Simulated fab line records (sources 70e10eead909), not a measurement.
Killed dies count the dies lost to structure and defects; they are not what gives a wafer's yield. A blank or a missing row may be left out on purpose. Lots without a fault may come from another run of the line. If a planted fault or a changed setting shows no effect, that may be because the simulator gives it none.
Which tool is to blame? || flow nand-harc || 30 wafers from 10 lots sampled at 4 of the route's 1302 steps

WHAT THE GAUGES READ, wafer by wafer
NHARC_P_M1_INSPECT_27. Usual: raw-defect-count reads 328 (standard deviation 110).
{"lot": "L938", "measured": "day 6 14:53", "on": "defect-inspect-02", "raw-defect-count": "231 346 288", "flag": ""}
{"lot": "L939", "measured": "day 6 21:27", "on": "defect-inspect-02", "raw-defect-count": "410 323 484", "flag": ""}
{"lot": "L942", "measured": "day 8 01:20", "on": "defect-inspect-02", "raw-defect-count": "343 217 304", "flag": ""}
{"lot": "L946", "measured": "day 9 13:38", "on": "defect-inspect-02", "raw-defect-count": "330 418 393", "flag": ""}
{"lot": "L953", "measured": "day 13 00:39", "on": "defect-inspect-02", "raw-defect-count": "303 288 192", "flag": ""}
{"lot": "L955", "measured": "day 13 11:36", "on": "defect-inspect-01", "raw-defect-count": "310 267 380", "flag": ""}
{"lot": "L956", "measured": "day 14 05:09", "on": "defect-inspect-01", "raw-defect-count": "269 252 417", "flag": ""}
{"lot": "L958", "measured": "day 14 12:20", "on": "defect-inspect-02", "raw-defect-count": "648 183 422", "flag": ""}
{"lot": "L957", "measured": "day 14 12:43", "on": "defect-inspect-02", "raw-defect-count": "570 455 421", "flag": ""}
{"lot": "L961", "measured": "day 15 19:40", "on": "defect-inspect-01", "raw-defect-count": "345 285 224", "flag": ""}

NHARC_P_M2_CD_MEAS_09: the cd target is 170 nm. Usual: cd-nm reads 170.1 nm (standard deviation 0.61).
{"lot": "L938", "measured": "day 6 16:20", "on": "cd-sem-03", "cd-nm (nm)": "169.1 169.6 169.4", "flag": ""}
{"lot": "L939", "measured": "day 6 22:50", "on": "cd-sem-03", "cd-nm (nm)": "169.3 169.4 169.6", "flag": ""}
{"lot": "L942", "measured": "day 8 02:49", "on": "cd-sem-03", "cd-nm (nm)": "171.1 170.9 170.7", "flag": ""}
{"lot": "L946", "measured": "day 9 14:53", "on": "cd-sem-01", "cd-nm (nm)": "170.3 170.0 170.0", "flag": ""}
{"lot": "L953", "measured": "day 13 02:03", "on": "cd-sem-01", "cd-nm (nm)": "170.6 180.6 170.4", "flag": "OFF"}
{"lot": "L955", "measured": "day 13 12:50", "on": "cd-sem-02", "cd-nm (nm)": "178.5 169.8 169.7", "flag": "OFF"}
{"lot": "L956", "measured": "day 14 06:32", "on": "cd-sem-02", "cd-nm (nm)": "170.4 170.7 170.5", "flag": ""}
{"lot": "L958", "measured": "day 14 13:42", "on": "cd-sem-01", "cd-nm (nm)": "169.4 169.7 170.2", "flag": ""}
{"lot": "L957", "measured": "day 14 14:07", "on": "cd-sem-03", "cd-nm (nm)": "170.9 170.6 170.1", "flag": ""}
{"lot": "L961", "measured": "day 15 21:02", "on": "cd-sem-02", "cd-nm (nm)": "170.7 170.6 170.7", "flag": ""}

EACH LOT AND THE TOOL THAT RAN IT (in order: tool; ch and the chambers of the sampled wafers; start)
{"lot": "L938", "NHARC_P_M1_STRIP_18": "rie-diel-08 ch 0,2,3, day 6 12:46", "NHARC_P_M2_EXPOSE_06": "arfi-scanner-03 ch 0, day 6 16:11"}
{"lot": "L939", "NHARC_P_M1_STRIP_18": "rie-diel-12 ch 1,3, day 6 19:15", "NHARC_P_M2_EXPOSE_06": "arfi-scanner-01 ch 0, day 6 22:41"}
{"lot": "L942", "NHARC_P_M1_STRIP_18": "rie-diel-01 ch 0,3, day 7 23:07", "NHARC_P_M2_EXPOSE_06": "arfi-scanner-03 ch 0, day 8 02:40"}
{"lot": "L946", "NHARC_P_M1_STRIP_18": "rie-diel-01 ch 0,2,3, day 9 11:30", "NHARC_P_M2_EXPOSE_06": "arfi-scanner-01 ch 0, day 9 14:45"}
{"lot": "L953", "NHARC_P_M1_STRIP_18": "rie-diel-01 ch 0,2,3, day 12 22:30", "NHARC_P_M2_EXPOSE_06": "arfi-scanner-03 ch 0, day 13 01:55"}
{"lot": "L955", "NHARC_P_M1_STRIP_18": "rie-diel-08 ch 1,3, day 13 09:19", "NHARC_P_M2_EXPOSE_06": "arfi-scanner-03 ch 0, day 13 12:42"}
{"lot": "L956", "NHARC_P_M1_STRIP_18": "rie-diel-01 ch 0,1,3, day 14 02:59", "NHARC_P_M2_EXPOSE_06": "arfi-scanner-02 ch 0, day 14 06:25"}
{"lot": "L958", "NHARC_P_M1_STRIP_18": "rie-diel-12 ch 0,1,3, day 14 10:10", "NHARC_P_M2_EXPOSE_06": "arfi-scanner-01 ch 0, day 14 13:34"}
{"lot": "L957", "NHARC_P_M1_STRIP_18": "rie-diel-01 ch 0,2, day 14 10:29", "NHARC_P_M2_EXPOSE_06": "arfi-scanner-02 ch 0, day 14 13:58"}
{"lot": "L961", "NHARC_P_M1_STRIP_18": "rie-diel-01 ch 2,3, day 15 17:26", "NHARC_P_M2_EXPOSE_06": "arfi-scanner-01 ch 0, day 15 20:53"}
- NHARC_P_M1_STRIP_18: strips in N2/H2.
- NHARC_P_M2_EXPOSE_06: exposes mask P M2, target cd 170 nm.

WHAT THE TOOLS THEMSELVES READ (means of the sampled wafers that have a number; where no wafer has one, the mark that the record gives instead)
NHARC_P_M1_STRIP_18. Usual: drypump-motor-current-A 5.8 A, standard deviation 0.52; oes-product-au 1.001 a.u., standard deviation 0.0078; rf-fwd-power-W 997 W, standard deviation 3.3; rf-vpp-V 90.8 V, standard deviation 0.97; showerhead-plenum-p-Torr 2.06 Torr, standard deviation 0.085; throttle-valve-pct 14.171 %, standard deviation 0.0082.
{"lot": "L938", "tool": "rie-diel-08", "drypump-motor-current-A (A)": 5.4, "oes-product-au (a.u.)": 1.010, "rf-fwd-power-W (W)": 998, "rf-vpp-V (V)": 91.3, "showerhead-plenum-p-Torr (Torr)": 2.08, "throttle-valve-pct (%)": 14.166, "flag": ""}
{"lot": "L939", "tool": "rie-diel-12", "drypump-motor-current-A (A)": 5.1, "oes-product-au (a.u.)": 1.003, "rf-fwd-power-W (W)": 997, "rf-vpp-V (V)": 91.4, "showerhead-plenum-p-Torr (Torr)": 2.11, "throttle-valve-pct (%)": 14.175, "flag": ""}
{"lot": "L942", "tool": "rie-diel-01", "drypump-motor-current-A (A)": 6.0, "oes-product-au (a.u.)": 0.993, "rf-fwd-power-W (W)": 1001, "rf-vpp-V (V)": 90.5, "showerhead-plenum-p-Torr (Torr)": 2.00, "throttle-valve-pct (%)": 14.172, "flag": ""}
{"lot": "L946", "tool": "rie-diel-01", "drypump-motor-current-A (A)": 6.1, "oes-product-au (a.u.)": 1.007, "rf-fwd-power-W (W)": 999, "rf-vpp-V (V)": 90.4, "showerhead-plenum-p-Torr (Torr)": 2.04, "throttle-valve-pct (%)": 14.175, "flag": ""}
{"lot": "L953", "tool": "rie-diel-01", "drypump-motor-current-A (A)": 6.1, "oes-product-au (a.u.)": 1.002, "rf-fwd-power-W (W)": 1000, "rf-vpp-V (V)": 90.5, "showerhead-plenum-p-Torr (Torr)": 2.03, "throttle-valve-pct (%)": 14.170, "flag": ""}
{"lot": "L955", "tool": "rie-diel-08", "drypump-motor-current-A (A)": 5.9, "oes-product-au (a.u.)": 0.996, "rf-fwd-power-W (W)": 997, "rf-vpp-V (V)": 90.1, "showerhead-plenum-p-Torr (Torr)": 2.00, "throttle-valve-pct (%)": 14.172, "flag": ""}
{"lot": "L956", "tool": "rie-diel-01", "drypump-motor-current-A (A)": 5.9, "oes-product-au (a.u.)": 0.997, "rf-fwd-power-W (W)": 1002, "rf-vpp-V (V)": 90.2, "showerhead-plenum-p-Torr (Torr)": 2.00, "throttle-valve-pct (%)": 14.174, "flag": ""}
{"lot": "L958", "tool": "rie-diel-12", "drypump-motor-current-A (A)": 5.6, "oes-product-au (a.u.)": 1.012, "rf-fwd-power-W (W)": 1001, "rf-vpp-V (V)": 90.9, "showerhead-plenum-p-Torr (Torr)": 2.08, "throttle-valve-pct (%)": 14.174, "flag": ""}
{"lot": "L957", "tool": "rie-diel-01", "drypump-motor-current-A (A)": 6.3, "oes-product-au (a.u.)": 1.000, "rf-fwd-power-W (W)": 998, "rf-vpp-V (V)": 90.2, "showerhead-plenum-p-Torr (Torr)": 2.05, "throttle-valve-pct (%)": 14.172, "flag": ""}
{"lot": "L961", "tool": "rie-diel-01", "drypump-motor-current-A (A)": 6.1, "oes-product-au (a.u.)": 1.005, "rf-fwd-power-W (W)": 996, "rf-vpp-V (V)": 91.9, "showerhead-plenum-p-Torr (Torr)": 2.06, "throttle-valve-pct (%)": 14.169, "flag": ""}

NHARC_P_M2_EXPOSE_06. Usual: stage-vel-mm-s 499.97 mm/s, standard deviation 0.25.
{"lot": "L938", "tool": "arfi-scanner-03", "stage-vel-mm-s (mm/s)": 500.11, "flag": ""}
{"lot": "L939", "tool": "arfi-scanner-01", "stage-vel-mm-s (mm/s)": 500.24, "flag": ""}
{"lot": "L942", "tool": "arfi-scanner-03", "stage-vel-mm-s (mm/s)": 500.25, "flag": ""}
{"lot": "L946", "tool": "arfi-scanner-01", "stage-vel-mm-s (mm/s)": 500.01, "flag": ""}
{"lot": "L953", "tool": "arfi-scanner-03", "stage-vel-mm-s (mm/s)": 500.34, "flag": ""}
{"lot": "L955", "tool": "arfi-scanner-03", "stage-vel-mm-s (mm/s)": 499.85, "flag": ""}
{"lot": "L956", "tool": "arfi-scanner-02", "stage-vel-mm-s (mm/s)": 499.77, "flag": ""}
{"lot": "L958", "tool": "arfi-scanner-01", "stage-vel-mm-s (mm/s)": 500.24, "flag": ""}
{"lot": "L957", "tool": "arfi-scanner-02", "stage-vel-mm-s (mm/s)": 499.91, "flag": ""}
{"lot": "L961", "tool": "arfi-scanner-01", "stage-vel-mm-s (mm/s)": 500.14, "flag": ""}

THE ANSWER, worked out from the rows above alone
Rule: a lot counts as off when the mean over its wafers that have a number is more than 3 standard deviations away from the usual mean. Also off: a lot with no number at a reading for which 4 or more lots have one. Any other lot the step has rows for is counted as sound. First the gauges in route order, then the tools' own readings, where a lot's mean is used as printed above. The first step at which some lot is off is used, and at that step the reading that is off furthest; a lot without a number counts as furthest.
Off, at NHARC_P_M2_CD_MEAS_09 on cd-nm: L953, L955.
If a tool, at a process step before that reading, ran all the lots that are off and no sound lot after the first of them, it fits. Those tools and the gauges at NHARC_P_M2_CD_MEAS_09 are tried in the same way. One candidate fits, namely arfi-scanner-03 at NHARC_P_M2_EXPOSE_06. Its last sound lot is L942 (day 8 02:40), its first lot that is off L953 (day 13 01:55): a fault that began between those two fits.

WHAT WAS PUT IN BY THE SIMULATOR
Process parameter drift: arfi-scanner-03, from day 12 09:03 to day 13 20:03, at NHARC_P_M2_EXPOSE_06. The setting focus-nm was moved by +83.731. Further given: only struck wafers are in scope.
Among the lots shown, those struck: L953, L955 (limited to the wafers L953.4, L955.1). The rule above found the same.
